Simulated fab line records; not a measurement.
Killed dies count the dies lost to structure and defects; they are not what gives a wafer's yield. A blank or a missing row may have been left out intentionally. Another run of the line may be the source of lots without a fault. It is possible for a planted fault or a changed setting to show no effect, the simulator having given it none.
Chamber matching || flow nandHarc || NHARC_P_ZERO_WELL_DESCUM_26 on rieDiel-02: 3 sister chambers
The step chemistry O2, time 3 s. 3 wafers are shown with their chamber, then 6 later ones without.

== WAFERS, EACH WITH ITS CHAMBER ==
{"wafer": "L086.3", "chamber": 1, "showerheadPlenumPTorr (Torr)": 1.79}
{"wafer": "L086.4", "chamber": 0, "showerheadPlenumPTorr (Torr)": 1.81}
{"wafer": "L089.1", "chamber": 2, "showerheadPlenumPTorr (Torr)": 2.01}

== WAFERS WHOSE CHAMBER IS MISSING ==
{"wafer": "L090.2", "showerheadPlenumPTorr (Torr)": 1.79}
{"wafer": "L090.3", "showerheadPlenumPTorr (Torr)": 2.01}
{"wafer": "L090.6", "showerheadPlenumPTorr (Torr)": 2.01}
{"wafer": "L095.3", "showerheadPlenumPTorr (Torr)": 2.00}
{"wafer": "L095.5", "showerheadPlenumPTorr (Torr)": 2.00}
{"wafer": "L095.6", "showerheadPlenumPTorr (Torr)": 1.78}

== WHICH CHAMBER EACH ONE RAN IN ==
{"wafer": "L090.2", "from the rows above": 1, "in truth": 1}
{"wafer": "L090.3", "from the rows above": 2, "in truth": 2}
{"wafer": "L090.6", "from the rows above": 2, "in truth": 2}
{"wafer": "L095.3", "from the rows above": 2, "in truth": 2}
{"wafer": "L095.5", "from the rows above": 2, "in truth": 2}
{"wafer": "L095.6", "from the rows above": 1, "in truth": 1}
Correctly placed: 6 of 6. Left unplaced by these rows: 0. Wrongly placed: 0.
How it was worked out, from the rows above alone: a wafer's distance from a chamber is the root of the sum, over the readings, of the square of ((its reading less the chamber's mean) divided by the reading's scatter). If the next closest chamber is less than 2 further off than the closest, the wafer can't be placed; otherwise it belongs to the closest. For every chamber, the mean is computed from those of its wafers that are shown. The scatter (one wafer shown for each chamber): square how far every hidden wafer sits from the nearest shown wafer, average those squares and take the square root.
